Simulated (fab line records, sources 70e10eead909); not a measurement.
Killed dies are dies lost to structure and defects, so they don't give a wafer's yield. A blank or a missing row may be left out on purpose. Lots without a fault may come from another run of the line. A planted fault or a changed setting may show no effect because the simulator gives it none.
Chamber matching | flow nand_harc | NHARC_P_ZERO_WELL_DESCUM_26 on rie_diel-13: 4 sister chambers
The step chemistry O2, time 3 s. 4 wafers are shown with their chamber, then 9 later ones without.

WAFERS WITH THEIR CHAMBER
wafer  | chamber | drypump_motor_current_A (A)
L080.5 | 3       | 5.9
L086.6 | 0       | 5.2
L088.3 | 1       | 5.9
L088.6 | 2       | 5.5

WAFERS WITHOUT THEIR CHAMBER
wafer  | drypump_motor_current_A (A)
L093.1 | 5.9
L093.5 | 5.5
L093.6 | 5.3
L095.2 | 5.3
L095.4 | 5.9
L095.5 | 5.3
L096.2 | 5.9
L096.3 | 5.3
L096.4 | 5.9

WHICH CHAMBER EACH WENT THROUGH
wafer  | from the rows above     | in truth
L093.1 | can't be placed: 1 or 3 | 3
L093.5 | 2                       | 2
L093.6 | can't be placed: 0 or 2 | 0
L095.2 | can't be placed: 0 or 2 | 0
L095.4 | can't be placed: 1 or 3 | 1
L095.5 | can't be placed: 0 or 2 | 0
L096.2 | can't be placed: 1 or 3 | 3
L096.3 | can't be placed: 0 or 2 | 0
L096.4 | can't be placed: 1 or 3 | 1
Placed correctly: 1 of 9. Can't be placed from these rows: 8 (the true chamber is among the candidates in 8). Placed wrongly: 0.
How it was worked out, from the rows above alone: a wafer's distance from a chamber is the root of the sum, over the readings, of the square of ((its reading less the chamber's mean) divided by the reading's scatter). The wafer belongs to the nearest chamber; if the next one is less than 2 further off, it can't be placed. A chamber's mean is the mean of its shown wafers. The scatter: with one shown wafer a chamber, the root of the mean of the squares of how far each hidden wafer lies from its nearest shown one.
